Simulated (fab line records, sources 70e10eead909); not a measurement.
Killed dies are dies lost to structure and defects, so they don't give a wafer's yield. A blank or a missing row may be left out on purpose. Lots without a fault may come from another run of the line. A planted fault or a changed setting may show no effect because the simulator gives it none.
A struck lot beside a sound one | flow nand_harc | 14 steps out of a route of 1302
Sound: wafers L917.1, L917.4, L917.5. Struck: wafers L930.2, L930.3, L930.6. The cause comes at the end.
At each step with rows: each side's tool, then ch and its chambers, then its first start. Under that, the readings that differ: sound wafers | struck wafers | difference of the means | sigmas: that difference in standard deviations of wafers without a fault.
alike: readings whose means differ by less than 2 such deviations, and words and numbers that are the same on both sides. not compared: withheld readings, readings that some wafer has no value for, bounds like >300 that may hide the same value, and numbers for which the record gives no deviation and whose values overlap.
The two part at a step that has a row with sigmas, a row that says differs or no value, or rows on one side only. Numbers that don't overlap but have no deviation are shown without sigmas and don't part them. A reading that every wafer of one side lacks parts them only if that side has two wafers or more.

NHARC_A_ONON_D2_THK_MEAS_14: measures by ellipsometry.
  sound on film_metro-02, day 14 23:34; struck on film_metro-01, day 19 15:42
  alike: thk_nm
then, 2 steps without rows for these wafers: NHARC_A_ONON_D2_ANNEAL_15 (time 3600 s); NHARC_A_ONON_D2_DEP_16 (target thk 1000 nm).
NHARC_A_ONON_D2_THK_MEAS_18: measures by ellipsometry.
  sound on film_metro-01, day 15 07:18; struck on film_metro-02, day 19 23:04
  alike: thk_nm
then, 1 step without rows for these wafers: NHARC_A_ONON_D2_DEP_19 (target thk 1000 nm).
NHARC_A_ONON_D2_THK_MEAS_21: measures by ellipsometry.
  sound on film_metro-02, day 15 07:52; struck on film_metro-01, day 19 23:38
  alike: thk_nm
then, 1 step without rows for these wafers: NHARC_A_ONON_D2_DEP_22 (target thk 1000 nm).
NHARC_A_ONON_D2_THK_MEAS_24: measures by ellipsometry.
  sound on film_metro-01, day 15 08:25; struck on film_metro-01, day 20 00:12
  alike: thk_nm
then, 1 step without rows for these wafers: NHARC_A_ONON_D2_DEP_25 (target thk 1000 nm).
NHARC_A_ONON_D2_THK_MEAS_27: measures by ellipsometry.
  sound on film_metro-01, day 15 08:59; struck on film_metro-02, day 20 00:46
  alike: thk_nm
then, 1 step without rows for these wafers: NHARC_A_ONON_D2_DEP_28 (target thk 1000 nm).
NHARC_A_ONON_D2_THK_MEAS_30: measures by ellipsometry.
  sound on film_metro-01, day 15 09:33; struck on film_metro-02, day 20 01:20
  alike: thk_nm
NHARC_A_ONON_D2_DEP_33: deposits SiO2, target thk 200 nm.
  sound on pecvd-04 ch 0,2, day 15 09:43; struck on pecvd-02 ch 0,2, day 20 01:23
  reading                   | sound             | struck            | difference | sigmas
  mfc_precursor_sccm (sccm) | 161.6 161.6 161.2 | 156.3 155.5 155.7 | -5.6       | -12
  alike: heater_power_w, throttle_valve_pct
NHARC_A_ONON_D2_THK_MEAS_34: measures by ellipsometry.
  sound on film_metro-01, day 15 10:02; struck on film_metro-02, day 20 01:48
  reading     | sound       | struck      | difference | sigmas
  thk_nm (nm) | 200 204 201 | 191 192 192 | -10        | -3

WHERE THEY PART
First at NHARC_A_ONON_D2_DEP_33; last, within this record, at NHARC_A_ONON_D2_THK_MEAS_34.

WHY: what the simulator had put in
Process parameter drift: pecvd-02, from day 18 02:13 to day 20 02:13, at NHARC_A_ONON_D2_DEP_33. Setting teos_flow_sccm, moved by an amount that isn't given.
